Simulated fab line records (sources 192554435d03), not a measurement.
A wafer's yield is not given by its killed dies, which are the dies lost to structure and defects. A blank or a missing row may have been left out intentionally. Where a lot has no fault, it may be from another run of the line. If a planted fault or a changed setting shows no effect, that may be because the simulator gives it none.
Matching of chambers + flow n5-finfet + rie-diel-04 running N5_BEOL_M14_ETCH_68: 3 sister chambers
The step etches SOC in N2/H2, time 450 s. 3 wafers are shown with their chamber, then 5 later ones without.

WAFERS PAIRED WITH THEIR CHAMBERS
| wafer  | chamber | showerhead-plenum-p-Torr (Torr) |
|--------|---------|---------------------------------|
| L082.5 | 2       | 2.70                            |
| L094.2 | 3       | 2.71                            |
| L096.2 | 0       | 2.48                            |

WAFERS WITHOUT THEIR CHAMBER
| wafer  | showerhead-plenum-p-Torr (Torr) |
|--------|---------------------------------|
| L096.4 | 2.69                            |
| L095.2 | 2.69                            |
| L095.3 | 2.48                            |
| L095.5 | 2.69                            |
| L095.6 | 2.48                            |

EACH ONE'S CHAMBER
| wafer  | from the rows above     | in truth |
|--------|-------------------------|----------|
| L096.4 | can't be placed: 2 or 3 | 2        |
| L095.2 | can't be placed: 2 or 3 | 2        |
| L095.3 | 0                       | 0        |
| L095.5 | can't be placed: 2 or 3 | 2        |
| L095.6 | 0                       | 0        |
Correctly placed: 2 of 5. Cannot be placed on the basis of these rows: 3; the candidates contain the true chamber in 3. Wrongly placed: 0.
How it was worked out, from the rows above alone: a wafer's distance from a chamber is the root of the sum, over the readings, of the square of ((its reading less the chamber's mean) divided by the reading's scatter). The wafer belongs to the nearest chamber; if the next one is less than 2 further off, it can't be placed. Each chamber's mean is taken over the wafers shown for it. The scatter: with one shown wafer a chamber, the root of the mean of the squares of how far each hidden wafer lies from its nearest shown one.
